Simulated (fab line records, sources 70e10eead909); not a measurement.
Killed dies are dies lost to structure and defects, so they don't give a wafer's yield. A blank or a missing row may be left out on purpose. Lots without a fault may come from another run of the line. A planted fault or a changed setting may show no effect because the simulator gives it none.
Which tool did it? | flow nand_harc | 24 lots, 72 wafers sampled, at 1 step of a route of 1159

WHAT THE GAUGES READ, wafer by wafer
NHARC_P_M2_CD_MEAS_16. Usual: cd_nm 169.9 nm, standard deviation 0.66.
lot  | measured     | on        | cd_nm (nm)        | flag
L074 | day 6 18:40  | cd_sem-01 | 170.2 169.8 170.4 |
L075 | day 6 22:39  | cd_sem-01 | 171.1 170.1 171.0 |
L077 | day 7 03:41  | cd_sem-02 | 170.5 169.8 169.5 |
L076 | day 7 04:22  | cd_sem-01 | 169.2 171.0 169.1 |
L078 | day 7 12:45  | cd_sem-03 | 169.6 170.9 170.7 |
L079 | day 7 13:22  | cd_sem-03 | 169.8 170.3 169.0 |
L081 | day 7 23:16  | cd_sem-02 | 170.2 169.5 169.4 |
L080 | day 8 00:13  | cd_sem-02 | 170.2 169.3 169.2 |
L083 | day 8 08:03  | cd_sem-02 | 170.5 170.7 170.3 |
L082 | day 8 08:41  | cd_sem-02 | 170.0 169.5 169.5 |
L084 | day 8 11:04  | cd_sem-01 | 169.3 170.1 169.6 |
L085 | day 8 20:07  | cd_sem-02 | 169.4 169.3 168.8 |
L086 | day 9 11:56  | cd_sem-01 | 170.3 170.5 170.1 |
L087 | day 9 17:04  | cd_sem-01 | 169.6 170.1 169.1 |
L088 | day 10 06:56 | cd_sem-02 | 169.5 170.0 169.0 |
L089 | day 10 07:33 | cd_sem-02 | 169.7 168.4 168.7 |
L091 | day 10 11:41 | cd_sem-02 | 170.4 170.6 170.5 |
L090 | day 10 12:13 | cd_sem-01 | 170.3 169.4 170.0 |
L092 | day 10 16:02 | cd_sem-02 | 169.4 170.7 170.5 |
L093 | day 11 01:35 | cd_sem-03 | 170.1 169.3 170.4 |
L095 | day 11 09:36 | cd_sem-01 | 170.2 170.6 170.1 |
L096 | day 11 10:25 | cd_sem-03 | 169.4 170.0 169.4 |
L094 | day 11 11:53 | cd_sem-01 | 169.9 170.5 170.1 |
L097 | day 12 00:56 | cd_sem-02 | 169.7 169.8 170.7 |

WHICH TOOL RAN EACH LOT (tool, then ch and the chambers of the sampled wafers, then the start)
The record holds no process step before these readings.

WHAT THE TOOLS THEMSELVES READ (means of the sampled wafers that have a number; where no wafer has one, the mark that the record gives instead)
The record holds no such reading with a usual standard deviation.

THE ANSWER, worked out from the rows above alone
Rule: a lot is off if the mean of its wafers that have a number lies more than 3 standard deviations from the usual mean. A lot without any number at a reading at which 4 lots or more have one is off too. The other lots that the step has rows for count as sound. The gauges are gone through in route order, then the tools' own readings, and for those a lot's mean is taken as printed above. The first step at which some lot is off is used, and at that step the reading that is off furthest; a lot without a number counts as furthest.
No lot is off at any reading shown: from this, nothing can be told.

WHAT THE SIMULATOR HAD PUT IN
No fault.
